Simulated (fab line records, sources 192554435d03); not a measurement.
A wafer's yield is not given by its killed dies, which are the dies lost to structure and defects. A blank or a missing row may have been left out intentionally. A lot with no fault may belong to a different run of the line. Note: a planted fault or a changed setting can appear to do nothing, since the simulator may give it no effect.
Split-lot study / flow n5-finfet / 39 wafers read across 7 lots, on a route 1938 steps long

THE SPLIT ITSELF
At N5_HKMG_FIN_ETCH_58 (etches SOC in N2/H2, target depth 215.8 nm, time 741 s), the setting target-depth-a was moved away from the recipe's 2158 angstrom on 18 of the 39 wafers read, by -12.4% to +7.9%. This setting was run at the recipe's value on the other wafers.

Reading taken at the split's own step.

THE READING
etch.depth-nm (the simulator's own value, which no gauge read), in nm, at N5_HKMG_FIN_ETCH_58 (etches SOC in N2/H2, target depth 215.8 nm, time 741 s). No usual value for it is given in the file. Here, 21 wafers ran the recipe; their average is 215.8 nm with a standard deviation of 3.3 nm.

wafer=L075.1; tool, chamber at the split=rie-diel-01, 1; target-depth-a as run, angstrom=2050; against the recipe=-5.0%; etch.depth-nm, nm=211.5; against lot-mates on the recipe=-7.6
wafer=L075.2; tool, chamber at the split=rie-diel-01, 0; target-depth-a as run, angstrom=2050; against the recipe=-5.0%; etch.depth-nm, nm=202.7; against lot-mates on the recipe=-16.4
wafer=L075.3; tool, chamber at the split=rie-diel-01, 3; target-depth-a as run, angstrom=2158; against the recipe=recipe; etch.depth-nm, nm=223.2; against lot-mates on the recipe=-
wafer=L075.4; tool, chamber at the split=rie-diel-01, 2; target-depth-a as run, angstrom=2158; against the recipe=recipe; etch.depth-nm, nm=217.4; against lot-mates on the recipe=-
wafer=L075.5; tool, chamber at the split=rie-diel-01, 2; target-depth-a as run, angstrom=2158; against the recipe=recipe; etch.depth-nm, nm=216.6; against lot-mates on the recipe=-
wafer=L075.6; tool, chamber at the split=rie-diel-01, 1; target-depth-a as run, angstrom=2050; against the recipe=-5.0%; etch.depth-nm, nm=210.8; against lot-mates on the recipe=-8.3
wafer=L080.1; tool, chamber at the split=rie-diel-04, 3; target-depth-a as run, angstrom=2158; against the recipe=recipe; etch.depth-nm, nm=216.4; against lot-mates on the recipe=-
wafer=L080.2; tool, chamber at the split=rie-diel-04, 1; target-depth-a as run, angstrom=1978; against the recipe=-8.3%; etch.depth-nm, nm=199.3; against lot-mates on the recipe=-15.5
wafer=L080.3; tool, chamber at the split=rie-diel-04, 2; target-depth-a as run, angstrom=1978; against the recipe=-8.3%; etch.depth-nm, nm=199.8; against lot-mates on the recipe=-15.0
wafer=L080.4; tool, chamber at the split=rie-diel-04, 0; target-depth-a as run, angstrom=2158; against the recipe=recipe; etch.depth-nm, nm=211.1; against lot-mates on the recipe=-
wafer=L080.5; tool, chamber at the split=rie-diel-04, 3; target-depth-a as run, angstrom=1978; against the recipe=-8.3%; etch.depth-nm, nm=196; against lot-mates on the recipe=-18.8
wafer=L080.6; tool, chamber at the split=rie-diel-04, 2; target-depth-a as run, angstrom=2158; against the recipe=recipe; etch.depth-nm, nm=217; against lot-mates on the recipe=-
wafer=L081.1; tool, chamber at the split=rie-diel-04, 3; target-depth-a as run, angstrom=2328; against the recipe=+7.9%; etch.depth-nm, nm=231.9; against lot-mates on the recipe=+15.8
wafer=L081.2; tool, chamber at the split=rie-diel-04, 0; target-depth-a as run, angstrom=2328; against the recipe=+7.9%; etch.depth-nm, nm=228.2; against lot-mates on the recipe=+12.1
wafer=L081.3; tool, chamber at the split=rie-diel-04, 1; target-depth-a as run, angstrom=2328; against the recipe=+7.9%; etch.depth-nm, nm=237.2; against lot-mates on the recipe=+21.1
wafer=L081.4; tool, chamber at the split=rie-diel-04, 2; target-depth-a as run, angstrom=2158; against the recipe=recipe; etch.depth-nm, nm=216; against lot-mates on the recipe=-
wafer=L081.5; tool, chamber at the split=rie-diel-04, 3; target-depth-a as run, angstrom=2158; against the recipe=recipe; etch.depth-nm, nm=214.6; against lot-mates on the recipe=-
wafer=L081.6; tool, chamber at the split=rie-diel-04, 2; target-depth-a as run, angstrom=2158; against the recipe=recipe; etch.depth-nm, nm=217.6; against lot-mates on the recipe=-
wafer=L087.1; tool, chamber at the split=rie-diel-04, 0; target-depth-a as run, angstrom=2158; against the recipe=recipe; etch.depth-nm, nm=210.5; against lot-mates on the recipe=-
wafer=L087.3; tool, chamber at the split=rie-diel-04, 3; target-depth-a as run, angstrom=2158; against the recipe=recipe; etch.depth-nm, nm=216.6; against lot-mates on the recipe=-
wafer=L087.5; tool, chamber at the split=rie-diel-04, 1; target-depth-a as run, angstrom=2158; against the recipe=recipe; etch.depth-nm, nm=218.6; against lot-mates on the recipe=-
wafer=L089.1; tool, chamber at the split=rie-diel-03, 3; target-depth-a as run, angstrom=1950; against the recipe=-9.6%; etch.depth-nm, nm=194.2; against lot-mates on the recipe=-21.3
wafer=L089.2; tool, chamber at the split=rie-diel-03, 0; target-depth-a as run, angstrom=1950; against the recipe=-9.6%; etch.depth-nm, nm=197; against lot-mates on the recipe=-18.5
wafer=L089.3; tool, chamber at the split=rie-diel-03, 1; target-depth-a as run, angstrom=2158; against the recipe=recipe; etch.depth-nm, nm=211.3; against lot-mates on the recipe=-
wafer=L089.4; tool, chamber at the split=rie-diel-03, 2; target-depth-a as run, angstrom=2158; against the recipe=recipe; etch.depth-nm, nm=220.5; against lot-mates on the recipe=-
wafer=L089.5; tool, chamber at the split=rie-diel-03, 2; target-depth-a as run, angstrom=1950; against the recipe=-9.6%; etch.depth-nm, nm=199.2; against lot-mates on the recipe=-16.3
wafer=L089.6; tool, chamber at the split=rie-diel-03, 3; target-depth-a as run, angstrom=2158; against the recipe=recipe; etch.depth-nm, nm=214.6; against lot-mates on the recipe=-
wafer=L096.1; tool, chamber at the split=rie-diel-04, 2; target-depth-a as run, angstrom=1891; against the recipe=-12.4%; etch.depth-nm, nm=188.1; against lot-mates on the recipe=-26.2
wafer=L096.2; tool, chamber at the split=rie-diel-04, 0; target-depth-a as run, angstrom=2158; against the recipe=recipe; etch.depth-nm, nm=210.9; against lot-mates on the recipe=-
wafer=L096.3; tool, chamber at the split=rie-diel-04, 3; target-depth-a as run, angstrom=2158; against the recipe=recipe; etch.depth-nm, nm=217; against lot-mates on the recipe=-
wafer=L096.4; tool, chamber at the split=rie-diel-04, 1; target-depth-a as run, angstrom=1891; against the recipe=-12.4%; etch.depth-nm, nm=192.1; against lot-mates on the recipe=-22.2
wafer=L096.5; tool, chamber at the split=rie-diel-04, 3; target-depth-a as run, angstrom=1891; against the recipe=-12.4%; etch.depth-nm, nm=191.1; against lot-mates on the recipe=-23.2
wafer=L096.6; tool, chamber at the split=rie-diel-04, 2; target-depth-a as run, angstrom=2158; against the recipe=recipe; etch.depth-nm, nm=214.9; against lot-mates on the recipe=-
wafer=L097.1; tool, chamber at the split=rie-diel-04, 3; target-depth-a as run, angstrom=1898; against the recipe=-12.0%; etch.depth-nm, nm=190.2; against lot-mates on the recipe=-25.4
wafer=L097.2; tool, chamber at the split=rie-diel-04, 2; target-depth-a as run, angstrom=1898; against the recipe=-12.0%; etch.depth-nm, nm=190.3; against lot-mates on the recipe=-25.3
wafer=L097.3; tool, chamber at the split=rie-diel-04, 0; target-depth-a as run, angstrom=1898; against the recipe=-12.0%; etch.depth-nm, nm=185.9; against lot-mates on the recipe=-29.7
wafer=L097.4; tool, chamber at the split=rie-diel-04, 1; target-depth-a as run, angstrom=2158; against the recipe=recipe; etch.depth-nm, nm=218.3; against lot-mates on the recipe=-
wafer=L097.5; tool, chamber at the split=rie-diel-04, 3; target-depth-a as run, angstrom=2158; against the recipe=recipe; etch.depth-nm, nm=217.6; against lot-mates on the recipe=-
wafer=L097.6; tool, chamber at the split=rie-diel-04, 0; target-depth-a as run, angstrom=2158; against the recipe=recipe; etch.depth-nm, nm=210.9; against lot-mates on the recipe=-

THE FIT
A straight line over all 39 wafers: etch.depth-nm changes by +2.09 nm for each +1% of target-depth-a; r = +0.97; the points scatter about the line by 3.3 nm.
The same after taking each lot's own level away (the mean of its wafers on the recipe; 39 wafers): +2.04 nm for each +1%; r = +0.97; scatter 3 nm.
On that fit, the largest move of target-depth-a shifts the reading by 25 nm.
Across the lots, their own levels run from 214.27 to 219.07 nm, a range of 1.5 times the standard deviation given above.
So the lot-to-lot level changes the slope little: the two slopes agree.
Check: with one of the wafers moved furthest among these (-12.4%) left out of the fit, the line predicts -25.1 nm for it against its lot-mates. It came out at -26.2 nm against them.

ADDITIONAL SPLITS CARRIED BY THESE WAFERS
These wafers also went through other splits before the reading. Each is held against what the fit with the lots' levels taken away leaves over:
other split on the same wafers=N5_FIN_CUT_ETCH_21 bias-w; wafers away from the commonest value=12; r with etch.depth-nm (lot level and that fit taken away)=-0.04
other split on the same wafers=N5_DUMMY_GATE_ETCH_32 time-s; wafers away from the commonest value=15; r with etch.depth-nm (lot level and that fit taken away)=+0.18
other split on the same wafers=N5_SD_EPI_N_ETCH_16 target-depth-a; wafers away from the commonest value=15; r with etch.depth-nm (lot level and that fit taken away)=+0.02

THE WHOLE CHAIN: every reading that the file lists as answering this split, in the file's order
step=N5_HKMG_FIN_ETCH_58; what it does=etches SOC in N2/H2, target depth 215.8 nm, time 741 s; reading=SOC_of_HKMG_FIN_COAT_41.thk-nm (the simulator's own value, which no gauge read); change (the file's fit)=-2.05 nm for each +1% of the setting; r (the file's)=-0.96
step=N5_HKMG_FIN_ETCH_58; what it does=etches SOC in N2/H2, target depth 215.8 nm, time 741 s; reading=HKMG_FIN.feature-depth-nm (the simulator's own value, which no gauge read); change (the file's fit)=+2.04 nm for each +1% of the setting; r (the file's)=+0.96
step=N5_HKMG_FIN_ETCH_58; what it does=etches SOC in N2/H2, target depth 215.8 nm, time 741 s; reading=etch.depth-nm (the simulator's own value, which no gauge read); change (the file's fit)=+2.04 nm for each +1% of the setting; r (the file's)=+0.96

THE FILE'S OWN FIT
etch.depth-nm changes by +2.04 nm for each +1% of target-depth-a, r = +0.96.
